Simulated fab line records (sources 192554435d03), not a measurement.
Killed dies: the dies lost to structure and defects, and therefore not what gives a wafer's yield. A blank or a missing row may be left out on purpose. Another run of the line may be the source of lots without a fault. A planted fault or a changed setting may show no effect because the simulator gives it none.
Split-lot study :: flow n5 finfet :: 21 wafers read from 7 lots, route of 1938 steps

== THE SPLIT ==
At N5_BEOL_M5_ETCH_72 (etches underlayer in N2/H2, target depth 6.5 nm, time 5.2 s), the setting bias w was moved away from the recipe's 150 W on 6 of the 21 wafers read, by -11.7% to +17.9%. For the rest of the wafers, this setting stayed at what the recipe calls for.

The reading is taken at the split's own step.

== THE READING ==
rf vpp V, in V, at N5_BEOL_M5_ETCH_72 (etches underlayer in N2/H2, target depth 6.5 nm, time 5.2 s). On this fab line, fault-free wafers typically give 524.7 V with a standard deviation of 2.4 V.

wafer: L077.1
tool, chamber at the split: rie diel-03, 2
bias w as run, W: 150
against the recipe: recipe
rf vpp V, V: 521.5
against lot-mates on the recipe: -

wafer: L077.2
tool, chamber at the split: rie diel-03, 0
bias w as run, W: 150
against the recipe: recipe
rf vpp V, V: 529.4
against lot-mates on the recipe: -

wafer: L077.3
tool, chamber at the split: rie diel-03, 1
bias w as run, W: 150
against the recipe: recipe
rf vpp V, V: 525.6
against lot-mates on the recipe: -

wafer: L079.3
tool, chamber at the split: rie diel-05, 3
bias w as run, W: 150
against the recipe: recipe
rf vpp V, V: 524.4
against lot-mates on the recipe: -

wafer: L079.4
tool, chamber at the split: rie diel-05, 1
bias w as run, W: 172.3
against the recipe: +14.9%
rf vpp V, V: 573.0
against lot-mates on the recipe: +48.6

wafer: L079.6
tool, chamber at the split: rie diel-05, 1
bias w as run, W: 172.3
against the recipe: +14.9%
rf vpp V, V: 574.7
against lot-mates on the recipe: +50.3

wafer: L082.2
tool, chamber at the split: rie diel-05, 1
bias w as run, W: 150
against the recipe: recipe
rf vpp V, V: 523.6
against lot-mates on the recipe: -

wafer: L082.3
tool, chamber at the split: rie diel-05, 3
bias w as run, W: 150
against the recipe: recipe
rf vpp V, V: 522.0
against lot-mates on the recipe: -

wafer: L082.4
tool, chamber at the split: rie diel-05, 2
bias w as run, W: 150
against the recipe: recipe
rf vpp V, V: 523.3
against lot-mates on the recipe: -

wafer: L084.1
tool, chamber at the split: rie diel-06, 2
bias w as run, W: 150
against the recipe: recipe
rf vpp V, V: 522.2
against lot-mates on the recipe: -

wafer: L084.4
tool, chamber at the split: rie diel-06, 1
bias w as run, W: 150
against the recipe: recipe
rf vpp V, V: 525.6
against lot-mates on the recipe: -

wafer: L084.5
tool, chamber at the split: rie diel-06, 2
bias w as run, W: 150
against the recipe: recipe
rf vpp V, V: 520.5
against lot-mates on the recipe: -

wafer: L085.1
tool, chamber at the split: rie diel-06, 0
bias w as run, W: 132.5
against the recipe: -11.7%
rf vpp V, V: 485.3
against lot-mates on the recipe: -37.6

wafer: L085.4
tool, chamber at the split: rie diel-06, 1
bias w as run, W: 150
against the recipe: recipe
rf vpp V, V: 526.7
against lot-mates on the recipe: -

wafer: L085.5
tool, chamber at the split: rie diel-06, 3
bias w as run, W: 150
against the recipe: recipe
rf vpp V, V: 519.1
against lot-mates on the recipe: -

wafer: L087.2
tool, chamber at the split: rie diel-03, 1
bias w as run, W: 162
against the recipe: +8.0%
rf vpp V, V: 552.5
against lot-mates on the recipe: +27.6

wafer: L087.3
tool, chamber at the split: rie diel-03, 0
bias w as run, W: 162
against the recipe: +8.0%
rf vpp V, V: 552.0
against lot-mates on the recipe: +27.1

wafer: L087.4
tool, chamber at the split: rie diel-03, 1
bias w as run, W: 150
against the recipe: recipe
rf vpp V, V: 524.9
against lot-mates on the recipe: -

wafer: L097.3
tool, chamber at the split: rie diel-05, 2
bias w as run, W: 176.8
against the recipe: +17.9%
rf vpp V, V: 583.5
against lot-mates on the recipe: +58.4

wafer: L097.5
tool, chamber at the split: rie diel-05, 1
bias w as run, W: 150
against the recipe: recipe
rf vpp V, V: 525.6
against lot-mates on the recipe: -

wafer: L097.6
tool, chamber at the split: rie diel-05, 2
bias w as run, W: 150
against the recipe: recipe
rf vpp V, V: 524.6
against lot-mates on the recipe: -

FIT RESULTS
A straight line over all 21 wafers: rf vpp V changes by +3.36 V for each +1% of bias w; r = +1.00; the points scatter about the line by 2.3 V.
The same after taking each lot's own level away (the mean of its wafers on the recipe; 21 wafers): +3.3 V for each +1%; r = +1.00; scatter 2.1 V.
The reading moves by 59 V for the largest change in bias w, on that fit.
Across the lots, their own levels run from 522.77 to 525.50 V, a range of 1.1 times the standard deviation given above.
The two slopes agree, so the slope changes little with the lot-to-lot level.
Check: for one of the wafers moved furthest among these (+17.9%), held out of the fit, the line's prediction against its lot-mates is +59.4 V. It came out at +58.4 V against them.
Tool readings at the split's step, against how far the setting was moved: rf vpp V r = +1.00.

== FURTHER SPLITS ON THESE WAFERS ==
Note: prior to the reading, these wafers also went through further splits. Each is held against what the fit with the lots' levels taken away leaves over:
other split on the same wafers: N5_BEOL_M0_CUTY_COAT_50 spin rpm
wafers away from the commonest value: 4
r with rf vpp V (lot level and that fit taken away): +0.31

other split on the same wafers: N5_BEOL_M1_ETCH_74 bias w
wafers away from the commonest value: 9
r with rf vpp V (lot level and that fit taken away): -0.09

other split on the same wafers: N5_BEOL_M2_DESCUM_33 time s
wafers away from the commonest value: 7
r with rf vpp V (lot level and that fit taken away): -0.32

other split on the same wafers: N5_BEOL_M2_ETCHBACK_99 time s
wafers away from the commonest value: 5
r with rf vpp V (lot level and that fit taken away): -0.35

other split on the same wafers: N5_BEOL_M3_ALD_98 ald cycles
wafers away from the commonest value: 11
r with rf vpp V (lot level and that fit taken away): -0.04

other split on the same wafers: N5_BEOL_M4_COAT_62 spin rpm
wafers away from the commonest value: 8
r with rf vpp V (lot level and that fit taken away): -0.06

other split on the same wafers: N5_BEOL_M4_EXPOSE_08 dose mj
wafers away from the commonest value: 8
r with rf vpp V (lot level and that fit taken away): -0.32

== FILE'S OWN FIT ==
rf vpp V changes by +3.29 V for each +1% of bias w, r = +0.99.
